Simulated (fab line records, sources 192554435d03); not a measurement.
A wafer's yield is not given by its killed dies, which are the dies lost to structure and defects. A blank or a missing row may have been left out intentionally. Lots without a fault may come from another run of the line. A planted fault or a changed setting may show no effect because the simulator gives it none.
Chamber matching / flow n5 finfet / N5_BEOL_M0_SAQP_STRIP_108 on rie diel-04: 4 sister chambers
The step strips in N2/H2. 8 wafers are shown with their chamber, then 10 later ones without.

EACH WAFER AND ITS CHAMBER
wafer=L081.2; chamber=1; showerhead plenum p Torr (Torr)=3.27; oes product au (a.u.)=0.84
wafer=L081.3; chamber=2; showerhead plenum p Torr (Torr)=3.48; oes product au (a.u.)=0.75
wafer=L081.6; chamber=0; showerhead plenum p Torr (Torr)=3.32; oes product au (a.u.)=0.71
wafer=L083.1; chamber=2; showerhead plenum p Torr (Torr)=3.47; oes product au (a.u.)=0.73
wafer=L083.3; chamber=1; showerhead plenum p Torr (Torr)=3.27; oes product au (a.u.)=0.83
wafer=L083.4; chamber=3; showerhead plenum p Torr (Torr)=3.50; oes product au (a.u.)=0.75
wafer=L091.3; chamber=0; showerhead plenum p Torr (Torr)=3.31; oes product au (a.u.)=0.71
wafer=L091.4; chamber=3; showerhead plenum p Torr (Torr)=3.49; oes product au (a.u.)=0.74

WAFERS WITHOUT THEIR CHAMBER
wafer=L091.5; showerhead plenum p Torr (Torr)=3.26; oes product au (a.u.)=0.82
wafer=L093.1; showerhead plenum p Torr (Torr)=3.26; oes product au (a.u.)=0.81
wafer=L093.4; showerhead plenum p Torr (Torr)=3.30; oes product au (a.u.)=0.69
wafer=L093.5; showerhead plenum p Torr (Torr)=3.30; oes product au (a.u.)=0.69
wafer=L095.2; showerhead plenum p Torr (Torr)=3.26; oes product au (a.u.)=0.80
wafer=L095.3; showerhead plenum p Torr (Torr)=3.46; oes product au (a.u.)=0.72
wafer=L095.6; showerhead plenum p Torr (Torr)=3.26; oes product au (a.u.)=0.81
wafer=L097.2; showerhead plenum p Torr (Torr)=3.26; oes product au (a.u.)=0.80
wafer=L097.3; showerhead plenum p Torr (Torr)=3.30; oes product au (a.u.)=0.70
wafer=L097.5; showerhead plenum p Torr (Torr)=3.46; oes product au (a.u.)=0.72

THE CHAMBER EACH PASSED THROUGH
wafer=L091.5; from the rows above=1; in truth=1
wafer=L093.1; from the rows above=1; in truth=1
wafer=L093.4; from the rows above=0; in truth=0
wafer=L093.5; from the rows above=0; in truth=0
wafer=L095.2; from the rows above=1; in truth=1
wafer=L095.3; from the rows above=2; in truth=2
wafer=L095.6; from the rows above=1; in truth=1
wafer=L097.2; from the rows above=1; in truth=1
wafer=L097.3; from the rows above=0; in truth=0
wafer=L097.5; from the rows above=2; in truth=2
10 of 10 placed correctly. Can't be placed from these rows: 0. 0 placed wrongly.
How it was worked out, from the rows above alone: a wafer's distance from a chamber is the root of the sum, over the readings, of the square of ((its reading less the chamber's mean) divided by the reading's scatter). If the next closest chamber is less than 2 further off than the closest, the wafer can't be placed; otherwise it belongs to the closest. A chamber's mean is the mean of its shown wafers. The scatter: the root of (the sum of the squares of (reading less its chamber's mean) over the shown wafers, divided by (wafers less chambers)).
